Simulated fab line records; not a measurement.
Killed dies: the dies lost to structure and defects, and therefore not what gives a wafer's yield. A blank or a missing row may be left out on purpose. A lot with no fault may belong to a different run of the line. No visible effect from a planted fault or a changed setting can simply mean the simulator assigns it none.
Which of the tools did it? | flow n5 finfet | 24 lots, 72 wafers sampled, at 2 steps of a route of 1938

WHAT THE GAUGES SHOWED, per wafer
N5_BEOL_M2_CD_MEAS_11 targets a cd of 16.79 nm.
lot  | measured     | on        | cd nm (nm)
L074 | day 6 19:48  | cd sem-02 | 16.55 16.58 16.12
L075 | day 7 03:41  | cd sem-01 | 16.66 16.75 16.82
L077 | day 7 05:12  | cd sem-02 | 16.48 16.74 16.77
L076 | day 7 14:07  | cd sem-03 | 16.60 16.52 16.57
L078 | day 7 17:49  | cd sem-03 | 16.86 16.43 16.53
L079 | day 8 04:43  | cd sem-03 | 17.01 16.76 16.92
L080 | day 8 17:55  | cd sem-03 | 17.06 17.38 16.90
L081 | day 9 00:49  | cd sem-02 | 16.78 16.74 16.78
L082 | day 9 03:40  | cd sem-01 | 16.75 17.13 17.23
L083 | day 9 10:16  | cd sem-03 | 16.84 16.86 16.57
L084 | day 9 12:58  | cd sem-01 | 16.58 16.63 16.64
L085 | day 9 19:03  | cd sem-02 | 16.89 17.26 16.63
L086 | day 10 00:20 | cd sem-01 | 16.78 16.47 16.72
L087 | day 10 01:41 | cd sem-01 | 16.88 16.71 16.61
L089 | day 10 15:10 | cd sem-01 | 16.68 16.93 16.86
L088 | day 10 15:22 | cd sem-03 | 16.81 16.97 17.06
L090 | day 10 16:55 | cd sem-03 | 16.27 16.73 16.56
L091 | day 11 01:55 | cd sem-01 | 16.75 16.97 17.05
L092 | day 11 07:55 | cd sem-01 | 16.47 16.75 16.52
L093 | day 11 10:25 | cd sem-01 | 16.57 16.85 16.80
L094 | day 11 20:06 | cd sem-02 | 16.78 16.55 16.62
L095 | day 11 21:30 | cd sem-03 | 16.51 16.63 17.12
L096 | day 12 09:44 | cd sem-02 | 16.59 17.11 16.80
L097 | day 12 13:48 | cd sem-03 | 17.02 16.80 17.01

EACH LOT AND THE TOOL THAT RAN IT (in order: tool; ch and the chambers of the sampled wafers; start)
lot  | N5_BEOL_M1_SPUTTER_79
L074 | pvd sputter-03, day 6 14:51
L075 | pvd sputter-02, day 6 23:01
L077 | pvd sputter-01, day 7 01:18
L076 | pvd sputter-02, day 7 05:32
L078 | pvd sputter-01, day 7 10:58
L079 | pvd sputter-01, day 8 00:08
L080 | pvd sputter-02, day 8 11:58
L081 | pvd sputter-01, day 8 21:05
L082 | pvd sputter-02, day 8 22:58
L083 | pvd sputter-01, day 9 06:17
L084 | pvd sputter-02, day 9 07:41
L085 | pvd sputter-02, day 9 14:38
L086 | pvd sputter-03, day 9 20:03
L087 | pvd sputter-03, day 9 21:53
L089 | pvd sputter-02, day 10 08:53
L088 | pvd sputter-03, day 10 09:01
L090 | pvd sputter-01, day 10 12:56
L091 | pvd sputter-01, day 10 20:22
L092 | pvd sputter-01, day 11 02:41
L093 | pvd sputter-02, day 11 05:41
L094 | pvd sputter-03, day 11 15:12
L095 | pvd sputter-02, day 11 17:52
L096 | pvd sputter-03, day 12 06:01
L097 | pvd sputter-01, day 12 09:55
- N5_BEOL_M1_SPUTTER_79: material Cu, target thk 4.5 nm, time 8.29 s.

AS READ BY THE TOOLS THEMSELVES (means over the sampled wafers that have a number; for cases with no such wafer, the mark the record gives instead)
N5_BEOL_M1_SPUTTER_79.
lot  | tool           | throttle valve pct (%)
L074 | pvd sputter-03 | 29.7
L075 | pvd sputter-02 | 30.6
L077 | pvd sputter-01 | 30.2
L076 | pvd sputter-02 | 30.5
L078 | pvd sputter-01 | 30.4
L079 | pvd sputter-01 | 30.2
L080 | pvd sputter-02 | 30.2
L081 | pvd sputter-01 | 29.5
L082 | pvd sputter-02 | 31.2
L083 | pvd sputter-01 | 30.1
L084 | pvd sputter-02 | 30.4
L085 | pvd sputter-02 | 30.0
L086 | pvd sputter-03 | 30.1
L087 | pvd sputter-03 | 30.0
L089 | pvd sputter-02 | 30.2
L088 | pvd sputter-03 | 29.5
L090 | pvd sputter-01 | 29.3
L091 | pvd sputter-01 | 29.4
L092 | pvd sputter-01 | 29.4
L093 | pvd sputter-02 | 30.6
L094 | pvd sputter-03 | 29.4
L095 | pvd sputter-02 | 30.5
L096 | pvd sputter-03 | 30.1
L097 | pvd sputter-01 | 29.7

THE ANSWER, worked out from the rows above alone
Rule: usual is defined by the lots themselves. Put in order of their means at a reading, lots are off if they are a third of the lots or fewer, leave a main group of 4 or more, and stand apart from it by a gap of 3 or more times the standard deviation of the main group's means; of several such gaps the widest counts. A main group whose means are all the same, to the digits that the tables above print for the reading, isn't used. A lot without any number at a reading at which 4 lots or more have one is off too. Where the step has rows for the other lots, those lots are counted as sound. The gauges are gone through in route order, then the tools' own readings, and for those a lot's mean is taken as printed above. At the first step where some lot is off, the reading lying furthest off is the one used; lots without a number count as furthest.
No lot is off on any of the readings shown, so nothing can be concluded from this.

WHAT THE SIMULATOR PUT IN
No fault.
